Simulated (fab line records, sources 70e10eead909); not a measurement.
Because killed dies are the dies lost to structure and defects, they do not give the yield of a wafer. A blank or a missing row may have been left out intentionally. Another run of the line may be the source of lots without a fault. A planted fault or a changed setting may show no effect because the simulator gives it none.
fab line records	flow nandHarc
[record] lots = 14	wafers = 42	lastDay = 34
route steps=1302 shown P_GATE@174 P_CONTACT@219 END@1302
lots that met no fault: from a run of the same line without faults
startH: hours from the record's opening day to when the first of the lot's shown wafers began	waitH: time in hours since the lot's previous step	" same as the row above	L1.1+2: several wafers, shown together as one row	- value missing, or start not given	* or withheld: withheld	< > ~ a bound
route shown NAME@n: names a module that has steps shown in the file, with the first one's number in the route	usual: mean and standard deviation over wafers with no fault	same: alike in all rows	chamber/n: place in a boat	sites: the reading at each site	_std_site: standard deviation of those values	_edge_site: outer sites' mean less inner sites'	radiusMm: for every site, how far away it sits from the centre of the wafer	mask NAME#n: copy n	behind: tool/chamber where the wafer was last shaped	hold: why the lot went on hold/how many hours it stayed there/how the hold came to an end	device: the transistor (n, p or np) that didn't switch	end of line: the route-end tests of the same wafers	a step with no rows: only its recipe	killed: at the first sort, the dies lost to defects and structure; wafer yield is something else	map: shows each die of a wafer: x if killed, . if not, _ if none is there
set.NAME: the setting the step ran with; set.NAME@STEP: the setting that earlier step ran with	model.NAME: the simulator's own value behind a step, which no gauge read
route steps across a sampled set of lots; one table per step, one row per wafer
services: the hour from which a tool's chamber was out of use, counted from the record's first day as startH (under 0 if before that day), plus the number of hours and why
[[steps]]
[step NHARC_P_GATE_STRIP_111]
[recipe] powerW = 1500	tempC = 110	timeS = 250	chemistry = N2/H2
[usual] drypumpMotorCurrentA = 6.02/0.14	heaterPowerW = 87/9
[same] timeS = 250
lot.wafer	tool	chamber	startH	waitH	drypumpMotorCurrentA	heaterPowerW	rfHoursCounterH
L333.1	plasmaAsher-02	0	117.78	0.2	5.79	73	1
L333.4	"	0	"	"	5.79	75	-
L333.6	"	1	"	"	6.09	94	-
L334.3	plasmaAsher-02	1	120.46	0.2	6.12	92	-
L334.5	"	1	"	"	6.14	92	-
L334.6	"	0	"	"	5.81	73	-
L335.3	plasmaAsher-01	0	129.90	0.3	6.07	93	-
L335.5	"	1	"	"	6.12	91	-
L335.6	"	0	"	"	6.10	92	-
L342.2	plasmaAsher-01	0	210.38	0.2	6.09	92	6
L342.5	"	1	"	"	6.12	94	-
L342.6	"	0	"	"	6.08	91	-
L344.4	plasmaAsher-01	0	221.63	0.2	6.08	90	-
L344.3	"	1	"	"	6.11	94	-
L344.5	"	1	"	"	6.13	94	-
L348.2	plasmaAsher-01	0	253.85	0.2	6.06	88	15
L348.3	"	1	"	"	6.13	94	-
L348.6	"	0	"	"	6.07	89	-
L347.3	plasmaAsher-02	1	254.36	0.2	6.19	92	-
L347.4	"	0	"	"	5.81	73	-
L347.6	"	0	"	"	5.82	72	-
L349.2	plasmaAsher-01	0	274.46	0.2	6.07	92	20
L349.1	"	1	"	"	6.13	96	20
L349.3	"	0	"	"	6.09	90	-
L351.1	plasmaAsher-02	0	288.32	0.2	5.80	73	3
L351.2	"	1	"	"	6.08	91	3
L351.5	"	1	"	"	6.08	92	-
L352.2	plasmaAsher-02	0	298.97	0.2	5.79	71	4
L352.1	"	1	"	"	6.11	95	4
L352.5	"	1	"	"	6.10	93	-
L353.1	plasmaAsher-02	1	317.13	0.2	6.09	94	7
L353.3	"	0	"	"	5.79	71	-
L353.5	"	0	"	"	5.79	74	-
L354.1	plasmaAsher-01	1	318.22	0.4	6.13	96	30
L354.2	"	0	"	"	6.04	92	30
L354.3	"	0	"	"	6.08	88	-
L355.1	plasmaAsher-02	0	328.45	0.2	5.82	73	9
L355.4	"	1	"	"	6.12	94	-
L355.3	"	0	"	"	5.82	71	-
L356.2	plasmaAsher-02	0	346.77	0.6	5.82	72	14
L356.5	"	1	"	"	6.14	93	-
L356.6	"	0	"	"	5.81	72	-
[step NHARC_P_GATE_STRIP_76]
[recipe] powerW = 1500	tempC = 250	chemistry = O2
[usual] drypumpMotorCurrentA = 6.02/0.14	heaterPowerW = 326/34
lot.wafer	tool	chamber	startH	waitH	drypumpMotorCurrentA	heaterPowerW	rfHoursCounterH
L333.1	plasmaAsher-01	0	119.75	0.2	6.06	351	27
L333.4	"	1	"	"	6.12	334	-
L333.6	"	1	"	"	6.12	338	-
L334.3	plasmaAsher-02	1	122.40	0.2	6.12	352	-
L334.5	"	1	"	"	6.09	357	-
L334.6	"	0	"	"	5.80	279	-
L335.3	plasmaAsher-02	0	131.82	0.1	5.79	275	-
L335.5	"	1	"	"	6.16	355	-
L335.6	"	0	"	"	5.80	272	-
L342.2	plasmaAsher-02	1	212.25	0.2	6.13	353	21
L342.6	"	0	"	"	5.83	279	-
L342.5	"	1	"	"	6.12	351	-
L344.4	plasmaAsher-02	0	223.58	0.2	5.82	271	-
L344.3	"	1	"	"	6.12	349	-
L344.5	"	0	"	"	5.80	274	-
L348.2	plasmaAsher-02	1	255.88	0.2	6.14	348	31
L348.3	"	1	"	"	6.13	351	-
L348.6	"	1	"	"	6.13	362	-
L347.4	plasmaAsher-02	1	256.22	0.2	6.13	340	-
L347.3	"	0	"	"	5.82	272	-
L347.6	"	1	"	"	6.15	341	-
L349.2	plasmaAsher-01	1	276.35	0.2	6.12	349	21
L349.1	"	0	"	"	6.09	341	21
L349.3	"	1	"	"	6.12	361	-
L351.1	plasmaAsher-01	0	290.21	0.2	6.07	340	24
L351.2	"	1	"	"	6.11	348	24
L351.5	"	0	"	"	6.07	342	-
L352.1	plasmaAsher-01	0	300.99	0.2	6.09	326	27
L352.2	"	1	"	"	6.12	362	27
L352.5	"	0	"	"	6.09	341	-
L353.1	plasmaAsher-01	0	318.99	0.2	6.06	332	30
L353.3	"	0	"	"	6.09	341	-
L353.5	"	1	"	"	6.13	353	-
L354.2	plasmaAsher-02	0	320.11	0.2	5.82	270	8
L354.1	"	1	"	"	6.09	343	8
L354.3	"	1	"	"	6.10	346	-
L355.1	plasmaAsher-01	1	330.41	0.2	6.14	351	33
L355.3	"	1	"	"	6.14	354	-
L355.4	"	0	"	"	6.05	334	-
L356.2	plasmaAsher-02	1	348.75	0.2	6.15	353	15
L356.6	"	1	"	"	6.13	348	-
L356.5	"	0	"	"	5.80	267	-
[step NHARC_P_GATE_SPUTTER_79]
[recipe] targetThkA = 100	material = TiN
lot.wafer	tool	chamber	startH	waitH
L333.1+4+6	pvdSputter-02	-	122.95	-
L334.3+6+5	pvdSputter-02	-	125.47	-
L335.3+5+6	pvdSputter-03	-	135.00	-
L342.2+5+6	pvdSputter-03	-	215.34	-
L344.4+3+5	pvdSputter-03	-	226.63	-
L348.3+2+6	pvdSputter-02	-	259.33	-
L347.3+4+6	pvdSputter-02	-	259.56	-
L349.2+1+3	pvdSputter-02	-	279.42	-
L351.2+1+5	pvdSputter-01	-	293.43	-
L352.2+1+5	pvdSputter-01	-	304.20	-
L353.3+1+5	pvdSputter-03	-	322.19	-
L354.1+3+2	pvdSputter-02	-	323.31	-
L355.3+4+1	pvdSputter-02	-	333.64	-
L356.2+6+5	pvdSputter-02	-	352.34	-
[step NHARC_P_GATE_INSPECT_68]
[usual] rawDefectCount = 207/88
lot.wafer	tool	chamber	startH	waitH	hold	rawDefectCount
L333.1	defectInspect-01	-	123.73	0.2	-	193
L333.4	"	-	"	"	-	168
L333.6	"	-	"	"	-	147
L334.3	defectInspect-01	-	126.24	0.1	-	163
L334.5	"	-	"	"	-	136
L334.6	"	-	"	"	-	179
L335.3	defectInspect-01	-	135.80	0.1	-	141
L335.5	"	-	"	"	-	357
L335.6	"	-	"	"	-	197
L342.2	defectInspect-02	-	216.09	0.1	awaitDispo/0.2h/release	1509
L342.5	"	-	"	"	awaitDispo/0.2h/release	1309
L342.6	"	-	"	"	awaitDispo/0.2h/release	1399
L342.2	defectInspect-02	-	216.27	0.2	-	1489
L342.5	"	-	"	"	-	1304
L342.6	"	-	"	"	-	1430
L344.3	defectInspect-02	-	227.40	0.1	awaitDispo/0.2h/release	1339
L344.4	"	-	"	"	awaitDispo/0.2h/release	1232
L344.5	"	-	"	"	awaitDispo/0.2h/release	1358
L344.3	defectInspect-02	-	227.57	0.2	-	1340
L344.4	"	-	"	"	-	1209
L344.5	"	-	"	"	-	1356
L348.2	defectInspect-02	-	260.10	0.1	-	273
L348.3	"	-	"	"	-	332
L348.6	"	-	"	"	-	233
L347.3	defectInspect-01	-	260.36	0.1	-	279
L347.4	"	-	"	"	-	152
L347.6	"	-	"	"	-	322
L349.1	defectInspect-01	-	280.20	0.2	-	103
L349.2	"	-	"	"	-	113
L349.3	"	-	"	"	-	129
L351.1	defectInspect-02	-	294.20	0.2	-	306
L351.2	"	-	"	"	-	353
L351.5	"	-	"	"	-	197
L352.1	defectInspect-02	-	304.97	0.2	-	148
L352.2	"	-	"	"	-	108
L352.5	"	-	"	"	-	161
L353.1	defectInspect-02	-	322.97	0.2	-	160
L353.3	"	-	"	"	-	107
L353.5	"	-	"	"	-	148
L354.1	defectInspect-02	-	324.09	0.2	-	329
L354.2	"	-	"	"	-	480
L354.3	"	-	"	"	-	397
L355.1	defectInspect-01	-	334.42	0.2	-	250
L355.3	"	-	"	"	-	201
L355.4	"	-	"	"	-	221
L356.2	defectInspect-01	-	353.10	0.1	-	191
L356.5	"	-	"	"	-	368
L356.6	"	-	"	"	-	95
[step NHARC_P_CONTACT_CMP_01]
[recipe] targetThkNm = 200	material = SiO2
[usual] edgeZonePressureFrac = 1.001/0.0052	motorCurrentA = 11.9/1.2	slurryFilterDpKPa = 13.49/0.13
lot.wafer	tool	chamber	startH	waitH	edgeZonePressureFrac	motorCurrentA	slurryFilterDpKPa
L333.4	cmp-01	0	124.51	-	1.000	11.2	13.40
L333.1	"	3	"	"	1.000	11.9	13.45
L333.6	"	1	"	"	1.003	10.3	13.54
L334.3	cmp-01	1	127.04	-	0.996	10.6	13.51
L334.6	"	0	"	"	1.004	11.0	13.52
L334.5	"	1	"	"	1.004	10.7	13.59
L335.3	cmp-03	2	136.64	-	1.004	10.9	13.53
L335.6	"	3	"	"	1.013	12.2	13.44
L335.5	"	0	"	"	0.995	10.0	13.63
L342.2	cmp-03	1	220.62	-	1.002	11.3	13.43
L342.6	"	3	"	"	0.997	12.1	13.50
L342.5	"	0	"	"	1.003	9.8	13.47
L344.4	cmp-04	2	233.32	-	1.002	12.3	13.33
L344.3	"	3	"	"	1.008	14.7	13.50
L344.5	"	2	"	"	1.008	12.9	13.58
L348.2	cmp-04	0	260.93	-	1.000	12.0	13.64
L348.3	"	1	"	"	0.995	13.5	13.61
L348.6	"	2	"	"	1.003	13.9	13.35
L347.4	cmp-01	1	261.14	-	1.001	10.8	13.43
L347.3	"	2	"	"	0.997	11.2	13.39
L347.6	"	2	"	"	1.005	11.3	13.60
L349.1	cmp-04	2	281.01	-	1.006	13.4	13.72
L349.3	"	3	"	"	1.000	13.6	13.45
L349.2	"	0	"	"	1.001	12.5	13.39
L351.2	cmp-03	2	294.98	-	1.008	11.0	13.34
L351.1	"	0	"	"	1.009	10.2	13.70
L351.5	"	2	"	"	1.004	11.0	13.43
L352.2	cmp-01	2	305.75	-	0.997	11.2	13.63
L352.1	"	1	"	"	0.998	10.1	13.44
L352.5	"	2	"	"	0.995	10.9	13.57
L353.3	cmp-04	2	323.77	-	1.006	12.8	13.59
L353.1	"	0	"	"	1.009	12.1	13.38
L353.5	"	2	"	"	0.999	12.4	13.68
L354.2	cmp-01	2	324.87	-	1.000	11.5	13.50
L354.1	"	0	"	"	0.996	11.3	13.60
L354.3	"	1	"	"	0.996	11.3	13.42
L355.1	cmp-04	1	335.20	-	1.003	13.4	13.61
L355.4	"	2	"	"	0.994	12.9	13.52
L355.3	"	3	"	"	1.000	14.2	13.67
L356.2	cmp-03	3	353.88	-	0.996	13.0	13.47
L356.6	"	3	"	"	1.010	12.5	13.37
L356.5	"	0	"	"	0.997	10.3	13.40
[step NHARC_END_SORT_01]
[recipe] tempC = 25
[usual] defectLimitedYield = 91.1/2.8	killedAtArray = 55/19	killedAtOther = 0.9/1.4	killedAtPeriphery = 3.8/2.9	killedDies = 60/19	killedOpen = 3.3/1.8	killedShort = 2.6/1.6
[same] grossDies = 677
lot.wafer	tool	chamber	startH	waitH	defectLimitedYield[%]	killedAtArray	killedAtOther	killedAtPeriphery	killedDies	killedOpen	killedShort
L333.1	prober-01	0	579.93	2.5	95.6	28	0	2	30	3	6
L333.4	prober-01	0	582.31	3.4	96.6	20	0	3	23	4	4
L333.6	prober-01	0	583.90	4.0	96.8	20	1	1	22	3	2
L348.3	prober-01	0	704.93	3.1	91.9	48	1	6	55	5	4
L348.6	prober-01	0	707.30	3.9	90.3	58	1	7	66	3	3
L349.1	prober-02	0	716.11	2.5	86.7	86	0	4	90	6	3
L349.2	prober-02	0	716.90	2.8	86.4	90	0	2	92	3	6
L349.3	prober-02	0	717.68	3.1	89.1	70	0	4	74	5	3
L347.3	prober-01	0	717.74	3.1	89.5	67	1	3	71	2	2
L347.4	prober-01	0	718.54	3.4	88.2	76	0	4	80	3	2
L347.6	prober-01	0	720.16	4.0	90.1	64	2	1	67	2	1
L351.1	prober-01	0	735.02	2.5	89.8	69	0	0	69	1	0
L351.2	prober-01	0	735.82	2.8	87.7	80	2	1	83	4	2
L351.5	prober-01	0	738.20	3.7	88.6	76	0	1	77	3	1
L352.1	prober-01	0	747.13	2.5	91.6	52	1	4	57	5	4
L352.2	prober-01	0	747.93	2.8	90.4	64	0	1	65	2	3
L352.5	prober-01	0	750.36	3.7	91.4	57	1	0	58	5	0
L354.1	prober-02	0	765.09	2.6	89.8	66	0	3	69	5	4
L354.2	prober-02	0	765.88	2.8	90.5	62	0	2	64	2	3
L354.3	prober-02	0	766.67	3.1	90.5	61	0	3	64	4	5
L356.2	prober-02	0	812.43	2.8	96.8	20	2	0	22	1	3
L356.5	prober-02	0	814.86	3.7	93.8	40	0	2	42	4	5
L356.6	prober-02	0	815.66	4.0	96.5	22	1	1	24	1	2
// killed by level:class
L333.1 A_CONTACT:chamberFilmFlake=7 A_CHANNEL_HOLE_D2:chamberFilmFlake=5 A_CHANNEL_FILL_D2:chamberFilmFlake=4 A_ONON_D1:geometricParticle:short=3 A_STAIRCASE:chamberFilmFlake=2 P_CONTACT:geometricParticle:open=1 A_SOURCE_PLATE:geometricParticle:short=1 A_ONON_D2:geometricParticle:open=1
L333.4 A_STAIRCASE:chamberFilmFlake=5 A_CHANNEL_HOLE_D2:chamberFilmFlake=4 A_CHANNEL_HOLE_D1:chamberFilmFlake=2 A_CONTACT:chamberFilmFlake=2 P_M0:chamberFilmFlake=1 P_M2:geometricParticle:open=1 P_M2:geometricParticle:short=1 A_CHANNEL_FILL_D1:geometricParticle:open=1
L333.6 A_STAIRCASE:chamberFilmFlake=6 A_CHANNEL_HOLE_D2:chamberFilmFlake=5 A_CONTACT:chamberFilmFlake=2 P_M2:geometricParticle:open=1 A_SOURCE_PLATE:geometricParticle:short=1 A_ONON_D1:geometricParticle:open=1 A_WL_FILL:geometricParticle:short=1 A_M1:geometricParticle:open=1
L348.3 A_SLIT:chamberFilmFlake=26 A_CHANNEL_HOLE_D1:chamberFilmFlake=9 A_CONTACT:chamberFilmFlake=5 P_M0:chamberFilmFlake=2 P_GATE:geometricParticle:open=1 P_CONTACT:geometricParticle:open=1 P_M1:geometricParticle:short=1 A_ONON_D1:geometricParticle:short=1
L348.6 A_SLIT:chamberFilmFlake=35 A_CONTACT:chamberFilmFlake=7 A_CHANNEL_HOLE_D1:chamberFilmFlake=5 P_GATE:chamberFilmFlake=3 A_CHANNEL_FILL_D2:chamberFilmFlake=2 P_M1:geometricParticle:short=1 A_CHANNEL_FILL_D1:geometricParticle:open=1 A_ONON_D2:geometricParticle:open=1
L349.1 A_CHANNEL_HOLE_D1:chamberFilmFlake=33 A_SLIT:chamberFilmFlake=28 A_CHANNEL_HOLE_D2:chamberFilmFlake=9 A_CONTACT:chamberFilmFlake=8 P_CONTACT:geometricParticle:open=1 P_M0:geometricParticle:open=1 P_M0:geometricParticle:short=1 A_ONON_D1:geometricParticle:open=1
L349.2 A_CHANNEL_HOLE_D1:chamberFilmFlake=32 A_SLIT:chamberFilmFlake=19 A_CHANNEL_HOLE_D2:chamberFilmFlake=18 A_CONTACT:chamberFilmFlake=10 P_M0:geometricParticle:short=1 A_ONON_D1:geometricParticle:short=1 A_CHANNEL_HOLE_D1:geometricParticle:short=1 A_CHANNEL_FILL_D1:geometricParticle:open=1
L349.3 A_CHANNEL_HOLE_D1:chamberFilmFlake=29 A_SLIT:chamberFilmFlake=15 A_CHANNEL_HOLE_D2:chamberFilmFlake=9 A_CONTACT:chamberFilmFlake=6 P_CONTACT:geometricParticle:open=2 A_WL_FILL:geometricParticle:short=2 A_BLC:geometricParticle:open=2 A_CHANNEL_FILL_D1:chamberFilmFlake=2
L347.3 A_CHANNEL_HOLE_D1:chamberFilmFlake=26 A_CHANNEL_HOLE_D2:chamberFilmFlake=15 A_CONTACT:chamberFilmFlake=9 A_SLIT:chamberFilmFlake=4 A_STAIRCASE:chamberFilmFlake=4 A_BONDPAD:chamberFilmFlake=3 P_GATE:chamberFilmFlake=2 A_ONON_D1:geometricParticle:open=1
L347.4 A_CHANNEL_HOLE_D1:chamberFilmFlake=35 A_CHANNEL_HOLE_D2:chamberFilmFlake=21 A_CONTACT:chamberFilmFlake=7 A_ZERO_WELL:chamberFilmFlake=2 A_CHANNEL_FILL_D1:chamberFilmFlake=2 A_STAIRCASE:chamberFilmFlake=2 A_BONDPAD:chamberFilmFlake=2 P_STI:geometricParticle:short=1
L347.6 A_CHANNEL_HOLE_D1:chamberFilmFlake=32 A_CHANNEL_HOLE_D2:chamberFilmFlake=13 A_CONTACT:chamberFilmFlake=6 A_STAIRCASE:chamberFilmFlake=4 A_SLIT:chamberFilmFlake=3 A_WL_FILL:chamberFilmFlake=2 THIN_TSV:chamberFilmFlake=2 P_M0:geometricParticle:open=1
L351.1 A_CHANNEL_HOLE_D1:chamberFilmFlake=34 A_SLIT:chamberFilmFlake=23 A_CONTACT:chamberFilmFlake=5 A_STAIRCASE:chamberFilmFlake=4 A_CHANNEL_FILL_D1:chamberFilmFlake=2 A_WL_FILL:geometricParticle:open=1
L351.2 A_CHANNEL_HOLE_D1:chamberFilmFlake=32 A_SLIT:chamberFilmFlake=29 A_CONTACT:chamberFilmFlake=6 A_STAIRCASE:chamberFilmFlake=4 A_CHANNEL_FILL_D1:chamberFilmFlake=3 A_ONON_D1:geometricParticle:open=2 THIN_TSV:chamberFilmFlake=2 P_M0:geometricParticle:open=1
L351.5 A_SLIT:chamberFilmFlake=31 A_CHANNEL_HOLE_D1:chamberFilmFlake=25 A_STAIRCASE:chamberFilmFlake=4 A_CHANNEL_FILL_D1:chamberFilmFlake=3 A_WL_FILL:chamberFilmFlake=3 A_CONTACT:chamberFilmFlake=3 A_ZERO_WELL:chamberFilmFlake=2 P_M1:geometricParticle:open=1
L352.1 A_CHANNEL_HOLE_D2:chamberFilmFlake=15 A_CHANNEL_HOLE_D1:chamberFilmFlake=13 A_CONTACT:chamberFilmFlake=8 A_STAIRCASE:chamberFilmFlake=6 A_CHANNEL_FILL_D2:geometricParticle:short=2 A_SLIT:chamberFilmFlake=2 P_CONTACT:geometricParticle:open=1 P_M0:geometricParticle:open=1
L352.2 A_CHANNEL_HOLE_D2:chamberFilmFlake=25 A_CHANNEL_HOLE_D1:chamberFilmFlake=11 A_CONTACT:chamberFilmFlake=8 A_STAIRCASE:chamberFilmFlake=7 A_SLIT:chamberFilmFlake=6 A_WL_FILL:chamberFilmFlake=2 P_M0:geometricParticle:short=1 A_DECK1_JOINT:geometricParticle:open=1
L352.5 A_CHANNEL_HOLE_D2:chamberFilmFlake=19 A_CHANNEL_HOLE_D1:chamberFilmFlake=14 A_STAIRCASE:chamberFilmFlake=7 A_CONTACT:chamberFilmFlake=6 A_SLIT:chamberFilmFlake=5 A_CHANNEL_FILL_D2:geometricParticle:open=2 A_SOURCE_PLATE:geometricParticle:open=1 A_WL_FILL:geometricParticle:open=1
L354.1 A_CHANNEL_HOLE_D2:chamberFilmFlake=36 A_SLIT:chamberFilmFlake=8 A_CONTACT:chamberFilmFlake=7 A_CHANNEL_HOLE_D1:chamberFilmFlake=6 A_WL_FILL:chamberFilmFlake=2 P_CONTACT:geometricParticle:open=1 P_M1:geometricParticle:short=1 A_ONON_D1:geometricParticle:short=1
L354.2 A_CHANNEL_HOLE_D2:chamberFilmFlake=20 A_CHANNEL_HOLE_D1:chamberFilmFlake=15 A_SLIT:chamberFilmFlake=10 A_CONTACT:chamberFilmFlake=8 A_M0:chamberFilmFlake=2 A_ONON_D1:geometricParticle:short=1 A_CHANNEL_FILL_D1:geometricParticle:open=1 A_WL_FILL:geometricParticle:short=1
L354.3 A_CHANNEL_HOLE_D2:chamberFilmFlake=25 A_CHANNEL_HOLE_D1:chamberFilmFlake=11 A_CONTACT:chamberFilmFlake=9 A_SLIT:chamberFilmFlake=3 A_CHANNEL_FILL_D2:geometricParticle:open=2 A_CHANNEL_FILL_D2:geometricParticle:short=2 A_BLC:geometricParticle:short=2 A_WL_FILL:chamberFilmFlake=2
L356.2 A_SLIT:chamberFilmFlake=5 A_CHANNEL_HOLE_D2:chamberFilmFlake=3 A_BLC:chamberFilmFlake=3 A_CHANNEL_HOLE_D1:chamberFilmFlake=2 THIN_TSV:chamberFilmFlake=2 A_DECK1_JOINT:geometricParticle:short=1 A_WL_FILL:geometricParticle:short=1 A_CONTACT:geometricParticle:open=1
L356.5 A_SLIT:chamberFilmFlake=11 A_CHANNEL_FILL_D2:geometricParticle:short=4 A_CHANNEL_HOLE_D2:chamberFilmFlake=4 A_BLC:chamberFilmFlake=4 A_DECK1_JOINT:chamberFilmFlake=3 A_STAIRCASE:chamberFilmFlake=3 P_ZERO_WELL:chamberFilmFlake=2 A_WL_FILL:chamberFilmFlake=2
L356.6 A_SLIT:chamberFilmFlake=10 A_BLC:chamberFilmFlake=4 A_DECK1_JOINT:chamberFilmFlake=3 A_ONON_D1:geometricParticle:open=1 A_SGD_CUT:geometricParticle:short=1 A_M0:geometricParticle:short=1 P_ZERO_WELL:chamberFilmFlake=1 A_CONTACT:chamberFilmFlake=1
[[services]]
tool	chamber	startH	hours	kind
plasmaAsher-02	-	93.84	9.0	pm
pvdSputter-02	-	104.00	10.0	pm
cmp-04	-	111.16	4.0	pm
pvdSputter-03	-	141.66	11.8	repair
cmp-01	-	143.32	2.1	repair
plasmaAsher-01	-	165.00	9.0	pm
cmp-01	-	173.96	0.4	repair
cmp-01	-	187.71	4.0	pm
pvdSputter-02	-	195.39	2.0	repair
cmp-04	-	209.16	4.0	pm
pvdSputter-02	-	217.84	1.8	repair
pvdSputter-02	-	220.78	1.4	repair
pvdSputter-02	-	229.21	1.2	repair
cmp-01	-	262.57	2.6	repair
plasmaAsher-02	-	270.84	9.0	pm
pvdSputter-02	-	271.34	6.3	repair
plasmaAsher-01	-	279.12	4.4	repair
pvdSputter-02	-	282.00	10.0	pm
cmp-01	-	285.71	4.0	pm
plasmaAsher-02	-	289.20	6.4	repair
cmp-04	-	307.16	4.0	pm
plasmaAsher-02	-	317.74	1.0	repair
plasmaAsher-01	-	342.00	9.0	pm
cmp-04	-	349.63	0.3	repair
[[key]]
[firstSign] step = NHARC_P_GATE_INSPECT_68	reading = visit	direction = added
[effect] step = NHARC_P_GATE_INSPECT_68	reading = rawDefectCount	direction = up	sigmas = 13	usual = 207	struck = 1358
metAt NHARC_P_GATE_SPUTTER_79
struckLots L342,L344
scrappedBehind NHARC_P_CONTACT_INSPECT_14 L342.2,L342.5,L342.6,L344.3,L344.4,L344.5
notActingAt NHARC_P_GATE_STRIP_111,NHARC_P_GATE_STRIP_76,NHARC_P_CONTACT_CMP_01
onsetBetween 135.00 215.34
[fault] kind = chamberParticleSource	tool = pvdSputter-03	chamber = -	onsetH = 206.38	steps = NHARC_P_GATE_SPUTTER_79	ratePerVisitCm2 = 1.7507	endH = 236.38
